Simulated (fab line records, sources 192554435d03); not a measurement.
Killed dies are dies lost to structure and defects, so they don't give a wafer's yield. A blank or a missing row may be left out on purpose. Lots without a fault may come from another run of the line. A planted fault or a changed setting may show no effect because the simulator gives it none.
Which tool did it? | flow n5_finfet | 23 lots, 69 wafers sampled, at 6 steps of a route of 1938

WHAT THE GAUGES READ, wafer by wafer
The record holds no reading of a measuring or inspecting step that can be judged against a usual standard deviation.

WHICH TOOL RAN EACH LOT (tool, then ch and the chambers of the sampled wafers, then the start)
lot  | N5_FIN_SAQP_MANDREL_ETCH_22     | N5_FIN_SAQP_RECESS_75             | N5_FIN_SAQP_MANDREL2_REMOVE_60  | N5_FIN_SAQP_FIN_ETCH_36         | N5_FIN_CUT_STRIP_24               | N5_STI_FIN_REVEAL_ETCH_34
L074 | rie_si-01 ch 2,3, day 1 22:46   | vapor_etch-02 ch 0,1, day 1 23:19 | rie_si-01 ch 0,1, day 2 02:10   | rie_si-05 ch 0,1, day 2 02:38   | rie_diel-01 ch 0,2,3, day 2 03:47 | rie_si-01 ch 2,3, day 2 12:29
L075 | rie_si-03 ch 0,1,3, day 2 04:26 | vapor_etch-01 ch 0,1, day 2 04:52 | rie_si-03 ch 0,2,3, day 2 07:41 | rie_si-01 ch 0,1,2, day 2 08:08 | rie_diel-01 ch 0,1,2, day 2 09:18 | rie_si-01 ch 1,2,3, day 2 17:52
L076 | rie_si-03 ch 0,1, day 2 10:18   | vapor_etch-02 ch 0,1, day 2 10:50 | rie_si-03 ch 1,2, day 2 13:27   | rie_si-01 ch 1,2, day 2 13:54   | rie_diel-06 ch 2,3, day 2 14:59   | rie_si-01 ch 0,1,3, day 3 00:06
L077 | rie_si-05 ch 0,2,3, day 2 17:53 | vapor_etch-02 ch 0,1, day 2 18:19 | rie_si-01 ch 0,2,3, day 2 21:15 | rie_si-05 ch 0,2,3, day 2 21:47 | rie_diel-06 ch 0,1, day 2 23:08   | rie_si-03 ch 0,2, day 3 07:41
L078 | rie_si-03 ch 0,3, day 2 22:43   | vapor_etch-02 ch 0,1, day 2 23:31 | rie_si-01 ch 0,3, day 3 02:13   | rie_si-05 ch 2,3, day 3 02:40   | rie_diel-06 ch 1,2,3, day 3 03:53 | rie_si-03 ch 0,1, day 3 13:28
L079 | rie_si-03 ch 1,2,3, day 3 04:26 | vapor_etch-01 ch 0,1, day 3 04:54 | rie_si-01 ch 0,2,3, day 3 07:49 | rie_si-05 ch 0,2,3, day 3 08:16 | rie_diel-01 ch 0,1,2, day 3 09:34 | rie_si-03 ch 0,1,2, day 3 18:57
L080 | rie_si-03 ch 0,2,3, day 3 10:23 | vapor_etch-01 ch 0,1, day 3 10:56 | rie_si-01 ch 0,1, day 3 13:42   | rie_si-05 ch 1,3, day 3 14:11   | rie_diel-03 ch 1,3, day 3 15:37   | rie_si-03 ch 0,2,3, day 4 01:13
L081 | rie_si-01 ch 0,1,3, day 3 15:58 | vapor_etch-02 ch 0,1, day 3 16:23 | rie_si-03 ch 0,1,2, day 3 19:46 | rie_si-01 ch 0,1,3, day 3 20:13 | rie_diel-06 ch 0,1,3, day 3 21:19 | rie_si-05 ch 0,2, day 4 06:26
L082 | rie_si-03 ch 0,1,2, day 3 23:17 | vapor_etch-01 ch 0,1, day 3 23:49 | rie_si-03 ch 0,2,3, day 4 02:37 | rie_si-01 ch 0,2, day 4 03:04   | rie_diel-03 ch 0,1,3, day 4 04:10 | rie_si-05 ch 0,2, day 4 12:59
L083 | rie_si-03 ch 0,1,2, day 4 05:05 | vapor_etch-01 ch 0,1, day 4 05:32 | rie_si-01 ch 0,1,3, day 4 10:04 | rie_si-05 ch 0,2,3, day 4 10:30 | rie_diel-01 ch 0,1,2, day 4 11:36 | rie_si-03 ch 0,2,3, day 4 20:26
L084 | rie_si-03 ch 0,1,3, day 4 10:37 | vapor_etch-02 ch 0,1, day 4 11:10 | rie_si-01 ch 1,2, day 4 14:13   | rie_si-05 ch 2,3, day 4 14:40   | rie_diel-01 ch 0,1,2, day 4 15:46 | rie_si-03 ch 0,3, day 5 00:15
L085 | rie_si-03 ch 0,1,3, day 4 16:50 | vapor_etch-01 ch 0,1, day 4 17:16 | rie_si-05 ch 1,3, day 4 21:56   | rie_si-01 ch 1,3, day 4 22:23   | rie_diel-03 ch 0,2,3, day 4 23:29 | rie_si-01 ch 0,2,3, day 5 09:28
L086 | rie_si-05 ch 1,2,3, day 5 00:44 | vapor_etch-02 ch 0,1, day 5 01:17 | rie_si-05 ch 1,2, day 5 05:25   | rie_si-01 ch 0,1,3, day 5 05:53 | rie_diel-03 ch 1,2, day 5 06:59   | rie_si-01 ch 1,2,3, day 5 15:35
L087 | rie_si-03 ch 0,2, day 5 06:20   | vapor_etch-01 ch 0,1, day 5 06:49 | rie_si-03 ch 0,2,3, day 5 10:08 | rie_si-05 ch 0,1,2, day 5 10:35 | rie_diel-06 ch 1,2,3, day 5 11:50 | rie_si-01 ch 0,1,3, day 5 20:38
L088 | rie_si-01 ch 0,2,3, day 5 11:06 | vapor_etch-02 ch 0,1, day 5 11:32 | rie_si-01 ch 0,3, day 5 14:31   | rie_si-03 ch 1,2, day 5 14:58   | rie_diel-03 ch 2,3, day 5 16:11   | rie_si-05 ch 0,1,2, day 6 01:06
L089 | rie_si-03 ch 0,2,3, day 5 17:04 | vapor_etch-02 ch 0,1, day 5 17:29 | rie_si-05 ch 0,2,3, day 5 20:19 | rie_si-03 ch 0,1,2, day 5 20:47 | rie_diel-06 ch 0,2,3, day 5 21:53 | rie_si-05 ch 0,2,3, day 6 06:29
L090 | rie_si-03 ch 0,2,3, day 5 22:35 | vapor_etch-02 ch 0,1, day 5 23:08 | rie_si-01 ch 0,2,3, day 6 01:46 | rie_si-03 ch 1,2,3, day 6 02:12 | rie_diel-03 ch 1,2, day 6 03:28   | rie_si-03 ch 0,3, day 6 13:00
L091 | rie_si-01 ch 1,2,3, day 6 04:43 | vapor_etch-01 ch 0,1, day 6 05:08 | rie_si-03 ch 1,2,3, day 6 09:05 | rie_si-05 ch 0,1,3, day 6 09:42 | rie_diel-01 ch 1,2,3, day 6 10:48 | rie_si-05 ch 0,1,2, day 6 19:18
L092 | rie_si-03 ch 0,3, day 6 10:49   | vapor_etch-02 ch 0,1, day 6 11:14 | rie_si-01 ch 0,1, day 6 14:18   | rie_si-05 ch 1,2, day 6 14:45   | rie_diel-03 ch 2,3, day 6 15:55   | rie_si-01 ch 1,3, day 7 00:46
L093 | rie_si-03 ch 0,1, day 6 16:13   | vapor_etch-01 ch 0,1, day 6 16:38 | rie_si-01 ch 0,1,3, day 6 19:23 | rie_si-05 ch 0,1,3, day 6 19:50 | rie_diel-03 ch 0,1,3, day 6 20:56 | rie_si-01 ch 0,2,3, day 7 05:32
L094 | rie_si-03 ch 2,3, day 6 22:25   | vapor_etch-01 ch 0,1, day 6 22:52 | rie_si-01 ch 2,3, day 7 02:31   | rie_si-05 ch 0,1,3, day 7 02:58 | rie_diel-01 ch 1,2, day 7 04:03   | rie_si-05 ch 1,2,3, day 7 12:35
L095 | rie_si-03 ch 0,1,2, day 7 04:05 | vapor_etch-02 ch 0,1, day 7 04:37 | rie_si-03 ch 0,1, day 7 07:17   | rie_si-01 ch 0,2,3, day 7 07:50 | rie_diel-01 ch 0,3, day 7 08:52   | rie_si-01 ch 0,1,3, day 7 17:32
L097 | rie_si-03 ch 1,3, day 7 17:20   | vapor_etch-01 ch 0,1, day 7 18:01 | rie_si-01 ch 0,3, day 7 20:38   | rie_si-05 ch 0,1,2, day 7 21:04 | rie_diel-01 ch 0,1, day 7 22:21   | rie_si-03 ch 1,2, day 8 07:07
- N5_FIN_SAQP_MANDREL_ETCH_22: etches a-Si in HBr/Cl2, stops on SiNx, target depth 60 nm, bt time 10 s, time 30 s.
- N5_FIN_SAQP_RECESS_75: chemistry HF/NH3, target SiO2, target depth 14.4 nm, afs cycles 3, sublimation time 60 s.
- N5_FIN_SAQP_MANDREL2_REMOVE_60: chemistry HBr/Cl2/O2, target a-Si, stops on SiNx, bt time 10 s.
- N5_FIN_SAQP_FIN_ETCH_36: etches the open film in HBr/Cl2/O2, target depth 120 nm, time 50.4 s.
- N5_FIN_CUT_STRIP_24: strips in CF4.
- N5_STI_FIN_REVEAL_ETCH_34: etches Si in H2, material Si, target depth 0.97 nm.

WHAT THE TOOLS THEMSELVES READ (means of the sampled wafers that have a number; where no wafer has one, the mark that the record gives instead)
N5_FIN_SAQP_MANDREL_ETCH_22. Usual: drypump_motor_current_A 6.0 A, standard deviation 0.43; oes_product_au 0.770 a.u., standard deviation 0.01; throttle_valve_pct 35.54 %, standard deviation 0.23.
lot  | tool      | drypump_motor_current_A (A) | oes_product_au (a.u.) | throttle_valve_pct (%) | flag
L074 | rie_si-01 | 5.8                         | 0.764                 | 35.45                  |
L075 | rie_si-03 | 6.3                         | 0.772                 | 35.63                  |
L076 | rie_si-03 | 6.2                         | 0.771                 | 35.72                  |
L077 | rie_si-05 | 5.9                         | 0.766                 | 35.35                  |
L078 | rie_si-03 | 6.0                         | 0.767                 | 35.55                  |
L079 | rie_si-03 | 6.2                         | 0.774                 | 35.57                  |
L080 | rie_si-03 | 5.9                         | 0.772                 | 35.50                  |
L081 | rie_si-01 | 5.3                         | 0.776                 | 35.65                  |
L082 | rie_si-03 | 6.1                         | 0.763                 | 35.67                  |
L083 | rie_si-03 | 6.1                         | 0.776                 | 35.64                  |
L084 | rie_si-03 | 6.3                         | 0.777                 | 35.60                  |
L085 | rie_si-03 | 6.3                         | 0.765                 | 35.62                  |
L086 | rie_si-05 | 6.0                         | 0.774                 | 35.39                  |
L087 | rie_si-03 | 5.8                         | 0.776                 | 35.52                  |
L088 | rie_si-01 | 5.5                         | 0.768                 | 35.48                  |
L089 | rie_si-03 | 5.9                         | 0.767                 | 35.50                  |
L090 | rie_si-03 | 5.9                         | 0.768                 | 35.50                  |
L091 | rie_si-01 | 5.6                         | 0.756                 | 35.39                  |
L092 | rie_si-03 | 6.1                         | 0.769                 | 35.46                  |
L093 | rie_si-03 | 6.2                         | 0.768                 | 35.71                  |
L094 | rie_si-03 | 5.9                         | 0.774                 | 35.43                  |
L095 | rie_si-03 | 6.1                         | 0.770                 | 35.64                  |
L097 | rie_si-03 | 6.5                         | 0.770                 | 35.69                  |

N5_FIN_SAQP_RECESS_75. Usual: drypump_motor_current_A 5.2 A, standard deviation 0.39.
lot  | tool          | drypump_motor_current_A (A) | flag
L074 | vapor_etch-02 | 5.2                         |
L075 | vapor_etch-01 | 5.4                         |
L076 | vapor_etch-02 | 5.2                         |
L077 | vapor_etch-02 | 5.1                         |
L078 | vapor_etch-02 | 5.2                         |
L079 | vapor_etch-01 | 5.4                         |
L080 | vapor_etch-01 | 5.4                         |
L081 | vapor_etch-02 | 5.2                         |
L082 | vapor_etch-01 | 5.5                         |
L083 | vapor_etch-01 | 5.4                         |
L084 | vapor_etch-02 | 5.2                         |
L085 | vapor_etch-01 | 5.1                         |
L086 | vapor_etch-02 | 5.1                         |
L087 | vapor_etch-01 | 5.4                         |
L088 | vapor_etch-02 | 5.1                         |
L089 | vapor_etch-02 | 5.2                         |
L090 | vapor_etch-02 | 5.1                         |
L091 | vapor_etch-01 | 5.4                         |
L092 | vapor_etch-02 | 5.2                         |
L093 | vapor_etch-01 | 5.1                         |
L094 | vapor_etch-01 | 5.1                         |
L095 | vapor_etch-02 | 5.2                         |
L097 | vapor_etch-01 | 5.4                         |

N5_FIN_SAQP_MANDREL2_REMOVE_60. Usual: O2_flow_sccm 4.998 sccm, standard deviation 0.014; drypump_motor_current_A 5.7 A, standard deviation 0.53; oes_product_au 1.000 a.u., standard deviation 0.019; throttle_valve_pct 36.88 %, standard deviation 0.27.
lot  | tool      | O2_flow_sccm (sccm) | drypump_motor_current_A (A) | oes_product_au (a.u.) | throttle_valve_pct (%) | flag
L074 | rie_si-01 | 4.996               | 5.0                         | 0.997                 | 37.04                  |
L075 | rie_si-03 | 5.000               | 5.9                         | 1.014                 | 36.83                  |
L076 | rie_si-03 | 4.979               | 6.4                         | 1.015                 | 37.08                  |
L077 | rie_si-01 | 5.007               | 5.5                         | 0.993                 | 36.85                  |
L078 | rie_si-01 | 5.013               | 5.5                         | 1.003                 | 37.09                  |
L079 | rie_si-01 | 5.002               | 5.5                         | 0.991                 | 36.85                  |
L080 | rie_si-01 | 4.991               | 5.0                         | 1.004                 | 37.03                  |
L081 | rie_si-03 | 5.006               | 6.1                         | 1.009                 | 37.01                  |
L082 | rie_si-03 | 5.007               | 5.9                         | 1.017                 | 36.83                  |
L083 | rie_si-01 | 4.990               | 5.3                         | 1.004                 | 37.01                  |
L084 | rie_si-01 | 5.003               | 5.4                         | 0.988                 | 36.64                  |
L085 | rie_si-05 | 4.998               | 6.1                         | 1.007                 | 36.65                  |
L086 | rie_si-05 | 4.996               | 6.0                         | 1.008                 | 36.83                  |
L087 | rie_si-03 | 4.996               | 5.9                         | 1.014                 | 36.83                  |
L088 | rie_si-01 | 4.993               | 5.2                         | 1.003                 | 37.12                  |
L089 | rie_si-05 | 4.997               | 5.9                         | 0.990                 | 36.69                  |
L090 | rie_si-01 | 5.017               | 5.5                         | 0.986                 | 36.85                  |
L091 | rie_si-03 | 5.005               | 6.2                         | 1.010                 | 36.92                  |
L092 | rie_si-01 | 5.000               | 5.0                         | 1.008                 | 37.05                  |
L093 | rie_si-01 | 5.005               | 5.3                         | 0.994                 | 37.00                  |
L094 | rie_si-01 | 4.977               | 5.8                         | 0.982                 | 36.82                  |
L095 | rie_si-03 | 4.995               | 6.4                         | 1.005                 | 37.14                  |
L097 | rie_si-01 | 4.994               | 5.2                         | 1.008                 | 37.12                  |

N5_FIN_SAQP_FIN_ETCH_36. Usual: O2_flow_sccm 12.00 sccm, standard deviation 0.033; drypump_motor_current_A 5.9 A, standard deviation 0.39; oes_product_au 0.998 a.u., standard deviation 0.022; throttle_valve_pct 36.07 %, standard deviation 0.23.
lot  | tool      | O2_flow_sccm (sccm) | drypump_motor_current_A (A) | oes_product_au (a.u.) | throttle_valve_pct (%) | flag
L074 | rie_si-05 | 12.03               | 6.1                         | 0.996                 | 35.90                  |
L075 | rie_si-01 | 11.99               | 5.3                         | 0.988                 | 36.09                  |
L076 | rie_si-01 | 11.99               | 5.6                         | 0.963                 | 35.83                  |
L077 | rie_si-05 | 12.01               | 5.9                         | 0.993                 | 36.00                  |
L078 | rie_si-05 | 11.98               | 5.8                         | 0.982                 | 36.05                  |
L079 | rie_si-05 | 12.00               | 5.9                         | 0.982                 | 36.01                  |
L080 | rie_si-05 | 12.00               | 6.1                         | 1.010                 | 35.97                  |
L081 | rie_si-01 | 11.99               | 5.3                         | 1.004                 | 36.30                  |
L082 | rie_si-01 | 11.99               | 5.6                         | 0.975                 | 35.93                  |
L083 | rie_si-05 | 12.00               | 5.9                         | 0.991                 | 36.00                  |
L084 | rie_si-05 | 12.01               | 5.9                         | 0.997                 | 36.14                  |
L085 | rie_si-01 | 11.98               | 5.6                         | 0.998                 | 36.28                  |
L086 | rie_si-01 | 12.00               | 5.3                         | 1.009                 | 36.32                  |
L087 | rie_si-05 | 11.96               | 6.1                         | 0.999                 | 36.04                  |
L088 | rie_si-03 | 12.00               | 6.0                         | 1.008                 | 36.26                  |
L089 | rie_si-03 | 11.97               | 6.1                         | 1.009                 | 36.30                  |
L090 | rie_si-03 | 12.00               | 6.2                         | 1.015                 | 36.22                  |
L091 | rie_si-05 | 11.99               | 6.1                         | 1.001                 | 35.91                  |
L092 | rie_si-05 | 12.02               | 6.2                         | 1.025                 | 36.05                  |
L093 | rie_si-05 | 12.01               | 6.0                         | 1.001                 | 35.92                  |
L094 | rie_si-05 | 12.00               | 6.0                         | 0.991                 | 35.93                  |
L095 | rie_si-01 | 11.97               | 5.5                         | 0.990                 | 36.17                  |
L097 | rie_si-05 | 11.99               | 6.1                         | 1.012                 | 36.02                  |

N5_FIN_CUT_STRIP_24. Usual: drypump_motor_current_A 5.8 A, standard deviation 0.36; oes_product_au 0.80 a.u., standard deviation 0.085; rf_vpp_V 271.2 V, standard deviation 1.4; showerhead_plenum_p_Torr 1.79 Torr, standard deviation 0.052; throttle_valve_pct 13.58 %, standard deviation 0.21.
lot  | tool        | drypump_motor_current_A (A) | oes_product_au (a.u.) | rf_vpp_V (V) | showerhead_plenum_p_Torr (Torr) | throttle_valve_pct (%) | flag
L074 | rie_diel-01 | 5.7                         | 0.76                  | 272.0        | 1.82                            | 13.79                  |
L075 | rie_diel-01 | 5.6                         | 0.77                  | 270.5        | 1.78                            | 13.77                  |
L076 | rie_diel-06 | 5.6                         | 0.80                  | 270.7        | 1.78                            | 13.39                  |
L077 | rie_diel-06 | 6.4                         | 0.71                  | 271.1        | 1.81                            | 13.82                  |
L078 | rie_diel-06 | 5.9                         | 0.74                  | 270.7        | 1.77                            | 13.62                  |
L079 | rie_diel-01 | 5.6                         | 0.77                  | 270.5        | 1.77                            | 13.79                  |
L080 | rie_diel-03 | 5.9                         | 0.80                  | 271.8        | 1.79                            | 13.37                  |
L081 | rie_diel-06 | 6.2                         | 0.72                  | 271.1        | 1.79                            | 13.66                  |
L082 | rie_diel-03 | 5.8                         | 0.83                  | 271.0        | 1.79                            | 13.43                  |
L083 | rie_diel-01 | 5.6                         | 0.76                  | 270.2        | 1.77                            | 13.81                  |
L084 | rie_diel-01 | 5.6                         | 0.75                  | 271.1        | 1.77                            | 13.81                  |
L085 | rie_diel-03 | 6.0                         | 0.87                  | 271.1        | 1.78                            | 13.43                  |
L086 | rie_diel-03 | 5.7                         | 0.82                  | 272.1        | 1.84                            | 13.44                  |
L087 | rie_diel-06 | 5.9                         | 0.72                  | 270.9        | 1.76                            | 13.65                  |
L088 | rie_diel-03 | 6.0                         | 0.84                  | 270.9        | 1.77                            | 13.38                  |
L089 | rie_diel-06 | 5.9                         | 0.76                  | 271.3        | 1.79                            | 13.47                  |
L090 | rie_diel-03 | 5.4                         | 0.75                  | 272.9        | 1.84                            | 13.48                  |
L091 | rie_diel-01 | 5.8                         | 0.82                  | 271.4        | 1.79                            | 13.62                  |
L092 | rie_diel-03 | 6.1                         | 0.83                  | 270.7        | 1.77                            | 13.40                  |
L093 | rie_diel-03 | 5.8                         | 0.80                  | 271.0        | 1.78                            | 13.48                  |
L094 | rie_diel-01 | 5.6                         | 0.76                  | 270.9        | 1.74                            | 13.81                  |
L095 | rie_diel-01 | 5.6                         | 0.93                  | 271.6        | 1.79                            | 13.39                  |
L097 | rie_diel-01 | 5.5                         | 0.85                  | 268.9        | 1.75                            | 13.58                  |

N5_STI_FIN_REVEAL_ETCH_34. Usual: drypump_motor_current_A 5.8 A, standard deviation 0.48; he_flow_sccm 142.5 sccm, standard deviation 0.44; oes_product_au 1.000 a.u., standard deviation 0.018; throttle_valve_pct 25.85 %, standard deviation 0.3.
lot  | tool      | drypump_motor_current_A (A) | he_flow_sccm (sccm) | oes_product_au (a.u.) | throttle_valve_pct (%) | flag
L074 | rie_si-01 | 5.8                         | 142.8               | 0.970                 | 25.72                  |
L075 | rie_si-01 | 5.6                         | 142.4               | 0.980                 | 25.80                  |
L076 | rie_si-01 | 5.3                         | 142.9               | 1.000                 | 26.08                  |
L077 | rie_si-03 | 5.9                         | 142.5               | 1.001                 | 25.90                  |
L078 | rie_si-03 | 6.4                         | 142.7               | 1.014                 | 26.18                  |
L079 | rie_si-03 | 6.1                         | 142.4               | 1.005                 | 25.98                  |
L080 | rie_si-03 | 5.9                         | 142.2               | 1.014                 | 25.72                  |
L081 | rie_si-05 | 6.0                         | 142.6               | 1.002                 | 25.67                  |
L082 | rie_si-05 | 5.9                         | 142.7               | 0.997                 | 25.68                  |
L083 | rie_si-03 | 5.9                         | 142.4               | 1.006                 | 25.71                  |
L084 | rie_si-03 | 6.0                         | 142.3               | 1.002                 | 25.81                  |
L085 | rie_si-01 | 5.5                         | 142.4               | 0.992                 | 25.99                  |
L086 | rie_si-01 | 5.6                         | 142.4               | 0.990                 | 25.80                  |
L087 | rie_si-01 | 5.3                         | 142.4               | 1.004                 | 26.07                  |
L088 | rie_si-05 | 6.1                         | 142.2               | 1.003                 | 25.76                  |
L089 | rie_si-05 | 5.9                         | 142.3               | 0.997                 | 25.62                  |
L090 | rie_si-03 | 6.1                         | 142.3               | 1.003                 | 25.63                  |
L091 | rie_si-05 | 6.1                         | 142.1               | 1.011                 | 25.75                  |
L092 | rie_si-01 | 5.6                         | 142.3               | 0.997                 | 26.04                  |
L093 | rie_si-01 | 5.5                         | 142.7               | 0.992                 | 26.00                  |
L094 | rie_si-05 | 6.0                         | 142.1               | 1.008                 | 25.69                  |
L095 | rie_si-01 | 5.3                         | 142.4               | 0.994                 | 26.08                  |
L097 | rie_si-03 | 6.4                         | 142.5               | 1.011                 | 26.09                  |

THE ANSWER, worked out from the rows above alone
Rule: a lot is off if the mean of its wafers that have a number lies more than 3 standard deviations from the usual mean. A lot without any number at a reading at which 4 lots or more have one is off too. The other lots that the step has rows for count as sound. The gauges are gone through in route order, then the tools' own readings, and for those a lot's mean is taken as printed above. The first step at which some lot is off is used, and at that step the reading that is off furthest; a lot without a number counts as furthest.
No lot is off at any reading shown: from this, nothing can be told.

WHAT THE SIMULATOR HAD PUT IN
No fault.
